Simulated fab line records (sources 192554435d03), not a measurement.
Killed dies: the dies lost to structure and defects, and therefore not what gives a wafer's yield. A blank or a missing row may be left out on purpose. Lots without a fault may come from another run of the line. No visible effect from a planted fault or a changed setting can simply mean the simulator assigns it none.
Struck lot and sound lot, side by side    flow n5Finfet    39 out of 1938 route steps
Sound: the wafers L644.2, L644.3, L644.4. Struck: wafers L651.2, L651.5 (left out: L651.6, a lot-mate that was not struck); the cause follows at the end.
At each step with rows: each side's tool, then ch and its chambers, then its first start. Under that, the readings that differ: sound wafers    struck wafers    difference of the means    sigmas: that difference in standard deviations of wafers without a fault.
alike: readings with means less than 2 such deviations apart, plus words and numbers identical on both sides. not compared: withheld readings, readings lacking a value on some wafer, bounds such as >300 that could conceal the same value, and numbers that have no deviation in the record and whose values overlap.
The two part at a step that has a row with sigmas, a row that says differs or no value, or rows on one side only. Non-overlapping numbers with no deviation appear without sigmas and do not part them. Lack of a reading on every wafer of one side parts them only where that side has two or more wafers.

first, 9 steps without rows for these wafers: N5_BEOL_M12_SOFTBAKE_23 (time 60 s); N5_BEOL_M12_EXPOSE_25 (exposes mask M12); N5_BEOL_M12_PEB_26 (peb time 90 s); N5_BEOL_M12_DEVELOP_27 (develop time 45 s); N5_BEOL_M12_HARDBAKE_32 (time 120 s); N5_BEOL_M12_DESCUM_33 (chemistry O2, time 7.9 s); N5_BEOL_M12_ETCH_67 (etches SiARC in CF4, target depth 143 nm, time 238.3 s); N5_BEOL_M12_ETCH_68 (etches SOC in N2/H2, time 285 s); N5_BEOL_M12_STRIP_69 (strips in N2/H2).
N5_BEOL_M12_TRENCH_ETCH_34: etches SiOC in C4F8/O2/Ar, target depth 318.95 nm, time 125.5 s.
  sound on rieDiel-05 ch 0,2,3, day 11 14:08; struck on rieDiel-05 ch 1,2, day 13 07:08
reading                  sound              struck       difference  sigmas
model.etch.depthNm (nm)  308.2 316.5 306.7  281.8 296.2  -21.5       
  alike: C4F8_flow_sccm, drypumpMotorCurrentA, oesProductAu, rfVppV, showerheadPlenumPTorr, throttleValvePct
  not compared: rfHoursCounterH
then, 1 step without rows for these wafers: N5_BEOL_M12_STRIP_70 (strips in C4F8/O2/Ar).
N5_BEOL_M12_OCD_MEAS_35:
  sound on ocd-01, day 11 14:17; struck on ocd-01, day 13 07:17
reading             sound        struck   difference  sigmas
trenchDepthNm (nm)  309 317 307  282 296  -22         -3
then, 11 steps without rows for these wafers: N5_BEOL_M12_STRIP_37 (strips in N2/H2); N5_BEOL_M12_ETCH_38 (etches SiCN in CF4/N2, target depth 68.7 nm, time 73.4 s); N5_BEOL_M12_PRECLEAN_39 (cleans in residue remover, time 60 s); N5_BEOL_M12_SRD_40 (time 30 s, dry time 30 s); N5_BEOL_M12_DEGAS_41 (time 60 s); N5_BEOL_M12_PRE_CLEAN_42 (time 30 s); N5_BEOL_M12_SPUTTER_43 (material TaN, target thk 15 nm, time 24.19 s); N5_BEOL_M12_SPUTTER_44 (material Ta, target thk 10 nm, time 16.13 s); N5_BEOL_M12_SPUTTER_45 (material Cu, target thk 80 nm, time 13.33 s); N5_BEOL_M12_ECD_47 (material Cu, target thk 720 nm); N5_BEOL_M12_ANNEAL_48 (time 90 s).
N5_BEOL_M12_CMP_49: polishes, stops on SiOC, t overpolish 20.6 s, target thk 320 nm.
  sound on cmp-03 ch 0,2,3, day 11 19:33; struck on cmp-04 ch 2, day 13 11:28
reading                                 sound            struck     difference  sigmas
motorCurrentA (A)                       6.1 6.5 5.9      5.2 5.5    -0.8        -2
model.Cu_of_BEOL_M12_ECD_47.thkNm (nm)  310.4 317 307.6  282.2 296  -22.6       
  alike: barrierFieldEndpointS, overpolishRunS, slurryFilterDpKPa, slurryFlowMlMin
N5_BEOL_M12_THK_MEAS_50: measures by xrf.
  sound on filmMetro-02, day 11 19:51; struck on filmMetro-01, day 13 11:46
reading       sound        struck   difference  sigmas
M12_THK (nm)  304 313 302  275 289  -24         -3
then, 2 steps without rows for these wafers: N5_BEOL_M12_PRE_CLEAN_52 (time 15 s); N5_BEOL_M12_DEP_53 (deposits SiCN from 3MS/NH3, target thk 30 nm, time 10.5 s).
N5_BEOL_M12_RS_MEAS_54: measures by four-point-probe.
  sound on filmMetro-01, day 11 20:00; struck on filmMetro-01, day 13 11:54
reading          sound                 struck         difference  sigmas
M12_RS (ohm/sq)  0.0619 0.0606 0.0626  0.0683 0.0652  +0.0051     +4
then, 9 steps without rows for these wafers: N5_BEOL_M13_ILD_DEP_00 (deposits SiOC from DEMS/O2, target thk 837.92 nm, time 166.4 s); N5_BEOL_M13_COAT_58 (time 60 s, resist thk 89 nm); N5_BEOL_M13_COAT_04 (resist thk 400 nm); N5_BEOL_M13_EBR_06; N5_BEOL_M13_SOFTBAKE_05 (time 60 s); N5_BEOL_M13_EXPOSE_07 (exposes mask V12); N5_BEOL_M13_PEB_08 (peb time 90 s); N5_BEOL_M13_DEVELOP_09 (develop time 45 s); N5_BEOL_M13_HARDBAKE_14 (time 120 s).
N5_BEOL_M15_RC_MEAS_101:
  sound on prober-01 ch 0, day 12 11:02; struck on prober-01 ch 0, day 14 06:10
reading            sound              struck       difference  sigmas
SERP_M12 (ohm/um)  0.678 0.669 0.683  0.740 0.694  +0.040      +2
SERP_M6 (ohm/um)   15.0 15.1 14.2     13.5 13.4    -1.3        -3
  alike: COMB_M10, COMB_M10_max_site, COMB_M11, COMB_M12, COMB_M12_max_site, COMB_M13, COMB_M14, COMB_M15, COMB_M5, COMB_M6, COMB_M7, COMB_M7_max_site, COMB_M8, COMB_M9, SERP_M10, SERP_M11, SERP_M12_max_site, SERP_M13, SERP_M14, SERP_M5, SERP_M7, SERP_M8, SERP_M9
N5_PASSIVATION_PROBE_49:
  the record has rows for the sound wafers here (prober-02, day 13 03:35) and none for the struck ones

WHERE THEY PART
Last at N5_PASSIVATION_PROBE_49 as far as this record goes, first at N5_BEOL_M12_OCD_MEAS_35.

WHY: the cause the simulator had injected
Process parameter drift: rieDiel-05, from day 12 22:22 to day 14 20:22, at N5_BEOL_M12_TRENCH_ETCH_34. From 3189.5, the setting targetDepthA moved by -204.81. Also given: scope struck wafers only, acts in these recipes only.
